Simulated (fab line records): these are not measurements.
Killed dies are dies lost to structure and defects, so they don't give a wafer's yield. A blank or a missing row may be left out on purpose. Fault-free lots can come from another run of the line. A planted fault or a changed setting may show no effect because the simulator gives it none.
What tool caused it? -- flow n5-finfet -- 9 lots, 27 wafers sampled, at 4 steps of a route of 1938

== WHAT THE GAUGES READ, wafer by wafer ==
The record lacks any reading of a measuring or inspecting step that a usual standard deviation could be used to judge.

== WHAT TOOL EACH LOT RAN ON (gives the tool, then ch and the chambers of the sampled wafers, and finally the start) ==
lot,N5_BEOL_M5_DESCUM_33,N5_BEOL_M5_ETCH_68,N5_BEOL_M5_STRIP_36,N5_BEOL_M5_ETCH_41
L552,"rie-diel-06 ch 0,1,3, day 9 04:19","rie-diel-06 ch 0,1,3, day 9 04:23","rie-diel-06 ch 0,1,3, day 9 04:32","rie-diel-06 ch 0,1,3, day 9 04:36"
L555,"rie-diel-06 ch 0,3, day 11 09:28","rie-diel-06 ch 0,3, day 11 09:32","rie-diel-06 ch 0,3, day 11 09:41","rie-diel-06 ch 0,3, day 11 09:45"
L557,"rie-diel-04 ch 2,3, day 12 04:32","rie-diel-04 ch 2,3, day 12 04:37","rie-diel-04 ch 2,3, day 12 04:46","rie-diel-04 ch 2,3, day 12 04:50"
L569,"rie-diel-04 ch 0,3, day 14 23:41","rie-diel-04 ch 0,3, day 14 23:46","rie-diel-04 ch 0,3, day 14 23:55","rie-diel-04 ch 0,3, day 14 23:59"
L566,"rie-diel-06 ch 0,3, day 15 07:41","rie-diel-06 ch 0,3, day 15 07:46","rie-diel-06 ch 0,3, day 15 07:55","rie-diel-06 ch 0,3, day 15 07:59"
L572,"rie-diel-02 ch 0,2,3, day 15 10:27","rie-diel-02 ch 0,2,3, day 15 10:32","rie-diel-02 ch 0,2,3, day 15 10:41","rie-diel-02 ch 0,2,3, day 15 10:45"
L573,"rie-diel-04 ch 0,1, day 15 10:45","rie-diel-04 ch 0,1, day 15 10:50","rie-diel-04 ch 0,1, day 15 10:59","rie-diel-04 ch 0,1, day 15 11:02"
L574,"rie-diel-04 ch 1,2, day 15 17:49","rie-diel-04 ch 1,2, day 15 17:54","rie-diel-04 ch 1,2, day 15 18:03","rie-diel-04 ch 1,2, day 15 18:07"
L575,"rie-diel-04 ch 0,1,2, day 15 19:29","rie-diel-04 ch 0,1,2, day 15 19:34","rie-diel-04 ch 0,1,2, day 15 19:43","rie-diel-04 ch 0,1,2, day 15 19:46"
- N5_BEOL_M5_DESCUM_33: chemistry O2, time 7 s.
- N5_BEOL_M5_ETCH_68: etches SOC in N2/H2, target depth 80 nm, overetch 16 nm, time 120 s.
- N5_BEOL_M5_STRIP_36: strips in N2/H2.
- N5_BEOL_M5_ETCH_41: etches SiCN in CH3F/O2, target depth 31.5 nm, time 56.7 s.

== AS READ BY THE TOOLS THEMSELVES (means over the sampled wafers that have a number; for cases with no such wafer, the mark the record gives instead) ==
N5_BEOL_M5_DESCUM_33. Usual: drypump-motor-current-A 5.4 A, standard deviation 0.38; oes-product-au 0.78 a.u., standard deviation 0.1; rf-vpp-V 242.8 V, standard deviation 1.5; showerhead-plenum-p-Torr 2.07 Torr, standard deviation 0.077; throttle-valve-pct 20.49 %, standard deviation 0.27.
lot,tool,drypump-motor-current-A (A),oes-product-au (a.u.),rf-vpp-V (V),showerhead-plenum-p-Torr (Torr),throttle-valve-pct (%),flag
L552,rie-diel-06,5.3,0.78,241.7,2.02,20.52,
L555,rie-diel-06,5.1,0.81,241.6,2.04,20.52,
L557,rie-diel-04,5.3,0.70,243.2,2.14,20.59,
L569,rie-diel-04,5.7,0.93,242.5,2.05,20.26,
L566,rie-diel-06,5.2,0.73,241.6,2.02,20.78,
L572,rie-diel-02,5.6,0.87,243.1,2.08,20.33,
L573,rie-diel-04,6.1,0.89,244.4,2.17,20.28,
L574,rie-diel-04,5.9,0.83,245.9,2.21,20.38,
L575,rie-diel-04,5.8,0.82,243.7,2.15,20.41,

N5_BEOL_M5_ETCH_68. Usual: drypump-motor-current-A 5.4 A, standard deviation 0.38; oes-product-au 0.60 a.u., standard deviation 0.073; rf-fwd-power-W 836.2 W, standard deviation 2.5; rf-vpp-V 523.0 V, standard deviation 2.8; showerhead-plenum-p-Torr 2.51 Torr, standard deviation 0.1; throttle-valve-pct 17.84 %, standard deviation 0.24.
lot,tool,drypump-motor-current-A (A),oes-product-au (a.u.),rf-fwd-power-W (W),rf-vpp-V (V),showerhead-plenum-p-Torr (Torr),throttle-valve-pct (%),flag
L552,rie-diel-06,5.3,0.60,834.3,520.8,2.44,17.77,
L555,rie-diel-06,5.0,0.62,835.6,521.1,2.47,17.75,
L557,rie-diel-04,5.4,0.54,835.2,524.8,2.60,18.09,
L569,rie-diel-04,5.7,0.71,837.3,522.5,2.49,17.63,
L566,rie-diel-06,5.2,0.57,835.7,520.5,2.43,17.99,
L572,rie-diel-02,5.5,0.66,833.8,523.5,2.53,17.74,
L573,rie-diel-04,6.1,0.68,836.5,527.5,2.63,17.70,
L574,rie-diel-04,5.9,0.63,838.8,527.6,2.69,17.88,
L575,rie-diel-04,5.7,0.62,836.4,526.0,2.61,17.83,

N5_BEOL_M5_STRIP_36. Usual: drypump-motor-current-A 5.4 A, standard deviation 0.38; oes-product-au 0.78 a.u., standard deviation 0.1; rf-vpp-V 59.0 V, standard deviation 1.5; showerhead-plenum-p-Torr 2.51 Torr, standard deviation 0.1; throttle-valve-pct 23.67 %, standard deviation 0.24.
lot,tool,drypump-motor-current-A (A),oes-product-au (a.u.),rf-vpp-V (V),showerhead-plenum-p-Torr (Torr),throttle-valve-pct (%),flag
L552,rie-diel-06,5.3,0.78,59.5,2.44,23.54,
L555,rie-diel-06,5.0,0.81,57.9,2.46,23.57,
L557,rie-diel-04,5.4,0.69,57.8,2.60,23.98,
L569,rie-diel-04,5.7,0.93,59.1,2.49,23.53,
L566,rie-diel-06,5.3,0.73,58.3,2.43,23.78,
L572,rie-diel-02,5.6,0.87,60.8,2.52,23.62,
L573,rie-diel-04,6.1,0.89,58.8,2.63,23.68,
L574,rie-diel-04,5.9,0.82,60.0,2.69,23.87,
L575,rie-diel-04,5.8,0.81,58.4,2.61,23.77,

N5_BEOL_M5_ETCH_41. Usual: drypump-motor-current-A 5.4 A, standard deviation 0.38; oes-product-au 0.78 a.u., standard deviation 0.1; rf-fwd-power-W 391.8 W, standard deviation 1.3; rf-vpp-V 296.8 V, standard deviation 1.8; showerhead-plenum-p-Torr 1.98 Torr, standard deviation 0.077; throttle-valve-pct 16.35 %, standard deviation 0.25.
lot,tool,drypump-motor-current-A (A),oes-product-au (a.u.),rf-fwd-power-W (W),rf-vpp-V (V),showerhead-plenum-p-Torr (Torr),throttle-valve-pct (%),flag
L552,rie-diel-06,5.3,0.78,391.5,295.6,1.93,16.36,
L555,rie-diel-06,5.0,0.81,391.8,296.6,1.94,16.29,
L557,rie-diel-04,5.4,0.70,392.3,298.4,2.04,16.51,
L569,rie-diel-04,5.7,0.93,390.7,296.5,1.95,16.04,
L566,rie-diel-06,5.2,0.72,361.6,304.7,1.91,16.57,OFF
L572,rie-diel-02,5.5,0.87,390.8,297.3,1.99,16.20,
L573,rie-diel-04,6.1,0.89,392.2,298.4,2.08,16.16,
L574,rie-diel-04,5.9,0.83,391.7,299.8,2.12,16.30,
L575,rie-diel-04,5.8,0.81,390.4,299.0,2.06,16.30,

== THE ANSWER, worked out from the rows above alone ==
Rule: take the mean of a lot's wafers that have a number; if it is more than 3 standard deviations from the usual mean, the lot is off. Also off: a lot with no number at a reading for which 4 or more lots have one. The other lots that the step has rows for count as sound. First the gauges in route order, then the tools' own readings, where a lot's mean is used as printed above. At the first step where some lot is off, the reading lying furthest off is the one used; lots without a number count as furthest.
Off: L566, at N5_BEOL_M5_ETCH_41 (rf-fwd-power-W).
If a tool, at that step or one of the process steps before it, ran each lot that is off and ran no sound lot following the first of them, it fits. One candidate fits, namely rie-diel-06 at N5_BEOL_M5_DESCUM_33 and N5_BEOL_M5_ETCH_68 and N5_BEOL_M5_STRIP_36 and N5_BEOL_M5_ETCH_41. At N5_BEOL_M5_DESCUM_33 its last sound lot is L555 (day 11 09:28), its first lot that is off L566 (day 15 07:41): a fault that began between those two fits.

== WHAT THE SIMULATOR PUT IN ==
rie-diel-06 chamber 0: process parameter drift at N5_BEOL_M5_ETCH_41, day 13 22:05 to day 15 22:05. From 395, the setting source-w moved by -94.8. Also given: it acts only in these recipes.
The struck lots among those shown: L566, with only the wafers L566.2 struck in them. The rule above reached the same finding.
